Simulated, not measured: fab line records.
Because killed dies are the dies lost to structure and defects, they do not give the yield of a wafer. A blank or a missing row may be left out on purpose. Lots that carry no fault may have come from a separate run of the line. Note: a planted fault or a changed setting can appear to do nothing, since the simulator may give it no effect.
Which tool is to blame? ; flow n5-finfet ; Sampling: 10 lots, 30 wafers, 5 of 1938 route steps

WHAT THE GAUGES SHOWED, per wafer
N5_BEOL_M3_THK_MEAS_53: measures by xrf. Usual: for M3_THK the level is 39.7 nm and the standard deviation is 1.5.
lot;measured;on;M3_THK (nm);flag
L720;day 7 11:32;film-metro-01;39.9 41.0 40.4;
L723;day 8 12:42;film-metro-01;37.5 38.5 40.3;
L725;day 8 12:23;film-metro-02;38.0 37.2 42.1;
L724;day 8 19:59;film-metro-01;38.7 40.8 41.9;
L726;day 8 23:50;film-metro-01;39.7 38.7 40.4;
L732;day 10 17:59;film-metro-02;37.9 37.4 38.1;
L736;day 11 13:00;film-metro-01;39.1 40.7 41.1;
L738;day 12 05:01;film-metro-01;38.9 38.4 40.1;
L740;day 12 10:42;film-metro-01;37.0 38.4 36.8;
L741;day 13 04:58;film-metro-02;38.1 38.9 39.1;

N5_BEOL_M4_RC_MEAS_101. Usual: DIBL_N 35.9 mV/V, standard deviation 1.4; DIBL_P 35.9 mV/V, standard deviation 1.7; IOFF_N 0.155 nA/um, standard deviation 0.023; IOFF_P 0.201 nA/um, standard deviation 0.029; ION_N 672 uA/um, standard deviation 8.8; ION_P 460 uA/um, standard deviation 7; SS_N 71.6 mV/dec, standard deviation 0.48; SS_P 73.1 mV/dec, standard deviation 0.64; VT_N 250.0 mV, standard deviation 3; VT_P -251.6 mV, standard deviation 3.
lot;measured;on;DIBL_N (mV/V);DIBL_P (mV/V);IOFF_N (nA/um);IOFF_P (nA/um);ION_N (uA/um);ION_P (uA/um);SS_N (mV/dec);SS_P (mV/dec);VT_N (mV);VT_P (mV);flag
L720;day 8 02:14;prober-02;34.6 38.2 37.1;35.1 38.6 37.4;0.131 0.191 0.174;0.195 0.252 0.229;667 680 672;460 464 459;71.7 72.2 71.7;73.3 74.6 74.0;250.4 245.9 247.3;-252.1 -250.6 -249.8;
L723;day 9 02:19;prober-02;36.2 37.7 35.9;35.5 36.6 35.5;0.143 0.163 0.145;0.188 0.202 0.190;669 666 674;458 456 462;71.7 72.1 71.3;72.4 73.5 72.6;251.5 251.0 250.1;-255.1 -252.9 -252.0;
L725;day 8 23:53;prober-01;32.8 35.5 35.6;34.9 37.1 37.1;0.126 0.165 0.161;0.168 0.200 0.208;663 671 668;453 456 459;71.3 71.5 72.1;73.3 73.6 73.6;254.2 250.1 251.3;-257.0 -254.1 -250.2;
L724;day 9 06:42;prober-01;36.1 36.0 35.6;36.3 36.4 36.0;0.168 0.163 0.172;0.217 0.207 0.213;675 676 673;460 458 457;72.0 71.1 71.3;73.0 73.4 73.2;247.6 250.3 248.9;-250.3 -251.0 -250.2;
L726;day 9 10:04;prober-01;34.1 35.3 36.0;35.0 36.8 37.7;0.128 0.150 0.161;0.162 0.179 0.186;660 674 676;452 457 460;71.6 71.1 72.0;72.4 73.4 73.6;252.3 249.7 251.4;-254.1 -254.3 -253.0;
L732;day 11 05:29;prober-02;36.2 35.2 37.1;34.6 33.5 35.2;0.138 0.123 0.146;0.180 0.166 0.188;671 666 672;461 453 462;70.9 70.5 71.4;72.2 72.1 72.7;249.2 253.1 251.4;-253.5 -256.0 -252.9;
L736;day 12 05:29;prober-01;38.6 39.0 37.4;36.4 37.3 35.3;0.165 0.177 0.144;0.210 0.217 0.196;677 675 675;464 457 458;71.7 71.8 71.4;73.7 74.6 73.4;249.1 250.3 247.9;-251.6 -251.7 -251.1;
L738;day 12 15:20;prober-02;34.5 34.9 34.1;34.7 35.5 34.6;0.131 0.134 0.125;0.146 0.149 0.140;660 680 658;448 456 445;71.4 71.4 71.2;72.9 73.7 72.8;254.0 254.3 251.2;-258.7 -256.1 -257.9;
L740;day 12 22:28;prober-02;39.1 38.5 37.6;39.8 39.4 38.0;0.211 0.195 0.187;0.260 0.250 0.231;682 685 686;462 464 469;72.3 72.4 71.8;74.4 73.7 73.0;243.3 248.6 243.6;-250.6 -249.5 -249.3;
L741;day 13 16:23;prober-01;35.4 36.3 37.0;36.7 38.7 39.4;0.188 0.205 0.231;0.220 0.250 0.267;688 680 676;469 465 462;71.3 71.7 72.3;73.3 73.7 74.4;243.8 244.3 243.5;-248.9 -249.2 -249.4;

WHAT TOOL EACH LOT RAN ON (gives the tool, then ch and the chambers of the sampled wafers, and finally the start)
lot;N5_BEOL_M3_SPUTTER_92;N5_BEOL_M3_PRE_CLEAN_60;N5_BEOL_M4_PECVD_72
L720;pvd-sputter-02, day 7 10:11;cvd-co-01 ch 0,1,2, day 7 11:38;pecvd-04 ch 0,2, day 7 12:04
L723;pvd-sputter-02, day 8 08:51;cvd-co-02 ch 1,2, day 8 12:44;pecvd-04 ch 0,1, day 8 13:08
L725;pvd-sputter-03, day 8 11:10;cvd-co-01 ch 1,2, day 8 12:26;pecvd-02 ch 0,1,2, day 8 12:49
L724;pvd-sputter-03, day 8 18:45;cvd-co-01 ch 0,1,2, day 8 20:01;pecvd-04 ch 0,1,2, day 8 20:25
L726;pvd-sputter-01, day 8 22:37;cvd-co-02 ch 0,1, day 8 23:53;pecvd-04 ch 1,2, day 9 00:16
L732;pvd-sputter-01, day 10 16:45;cvd-co-02 ch 0,1,2, day 10 18:01;pecvd-02 ch 0,1,2, day 10 18:25
L736;pvd-sputter-02, day 11 11:46;cvd-co-02 ch 0,1,2, day 11 13:02;pecvd-02 ch 1,2, day 11 13:26
L738;pvd-sputter-02, day 12 03:17;cvd-co-01 ch 0,2, day 12 05:03;pecvd-02 ch 0,1,2, day 12 05:27
L740;pvd-sputter-01, day 12 09:28;cvd-co-02 ch 0,1,2, day 12 10:44;pecvd-02 ch 0,1, day 12 11:08
L741;pvd-sputter-02, day 13 03:44;cvd-co-02 ch 0,1,2, day 13 05:01;pecvd-04 ch 0,2, day 13 05:24
- N5_BEOL_M3_SPUTTER_92: material Cu, target thk 4.5 nm, time 8.29 s.
- N5_BEOL_M3_PRE_CLEAN_60: time 15 s.
- N5_BEOL_M4_PECVD_72: deposits SiO2 from TEOS/O2, target thk 16 nm, time 18 s.

AS READ BY THE TOOLS THEMSELVES (means over the sampled wafers that have a number; for cases with no such wafer, the mark the record gives instead)
N5_BEOL_M3_SPUTTER_92. Usual: substrate-temp-c -19.99 C, standard deviation 0.1; throttle-valve-pct 29.9 %, standard deviation 0.83.
lot;tool;substrate-temp-c (C);throttle-valve-pct (%);flag
L720;pvd-sputter-02;-19.91;29.2;
L723;pvd-sputter-02;-20.05;29.3;
L725;pvd-sputter-03;-19.96;30.4;
L724;pvd-sputter-03;-20.06;30.1;
L726;pvd-sputter-01;-20.02;29.9;
L732;pvd-sputter-01;-20.02;30.7;
L736;pvd-sputter-02;-20.04;29.0;
L738;pvd-sputter-02;-19.88;29.1;
L740;pvd-sputter-01;-19.90;29.8;
L741;pvd-sputter-02;-19.90;29.1;

N5_BEOL_M3_PRE_CLEAN_60. Usual: heater-power-w 89 W, standard deviation 16; rf-fwd-power-W 297.7 W, standard deviation 0.95.
lot;tool;heater-power-w (W);rf-fwd-power-W (W);flag
L720;cvd-co-01;93;297.5;
L723;cvd-co-02;100;297.6;
L725;cvd-co-01;83;298.0;
L724;cvd-co-01;94;297.3;
L726;cvd-co-02;74;297.4;
L732;cvd-co-02;88;297.1;
L736;cvd-co-02;88;297.6;
L738;cvd-co-01;101;298.2;
L740;cvd-co-02;89;297.6;
L741;cvd-co-02;88;297.6;

N5_BEOL_M4_PECVD_72. Usual: chamber-pressure-Torr 5.498 Torr, standard deviation 0.012; heater-power-outer-w 443 W, standard deviation 68; heater-power-w 760 W, standard deviation 130; rf-fwd-power-W 444.1 W, standard deviation 2.1; showerhead-plenum-p-Torr 8.79 Torr, standard deviation 0.044; throttle-valve-pct 21.6 %, standard deviation 1.
lot;tool;chamber-pressure-Torr (Torr);heater-power-outer-w (W);heater-power-w (W);rf-fwd-power-W (W);showerhead-plenum-p-Torr (Torr);throttle-valve-pct (%);flag
L720;pecvd-04;5.515;548;874;442.6;8.82;20.9;
L723;pecvd-04;-;-;-;-;-;-;OFF
L725;pecvd-02;-;-;-;-;-;-;OFF
L724;pecvd-04;-;-;-;-;-;-;OFF
L726;pecvd-04;5.496;510;934;441.7;8.74;21.8;
L732;pecvd-02;5.499;391;666;444.2;8.77;21.6;
L736;pecvd-02;5.513;412;652;445.6;8.78;21.2;
L738;pecvd-02;5.486;442;731;444.7;8.79;21.8;
L740;pecvd-02;5.505;485;817;445.2;8.78;22.3;
L741;pecvd-04;5.498;490;807;443.5;8.82;20.6;

THE ANSWER, worked out from the rows above alone
Rule: lot off if the mean of its wafers having a number is beyond 3 standard deviations from the usual mean. A lot without any number at a reading at which 4 lots or more have one is off too. The other lots that the step has rows for count as sound. After the gauges, taken in route order, come the tools' own readings; for these a lot's mean is taken, as printed above. At the first step where some lot is off, the reading lying furthest off is the one used; lots without a number count as furthest.
Off: L723, L725, L724, at N5_BEOL_M4_PECVD_72 (chamber-pressure-Torr). Without a number there: L723, L725, L724.
A tool fits if, at that step or a process step before it, it ran every lot that is off, and no sound lot after the first of them. Not one of the candidates tried fits.

WHAT THE SIMULATOR PUT IN
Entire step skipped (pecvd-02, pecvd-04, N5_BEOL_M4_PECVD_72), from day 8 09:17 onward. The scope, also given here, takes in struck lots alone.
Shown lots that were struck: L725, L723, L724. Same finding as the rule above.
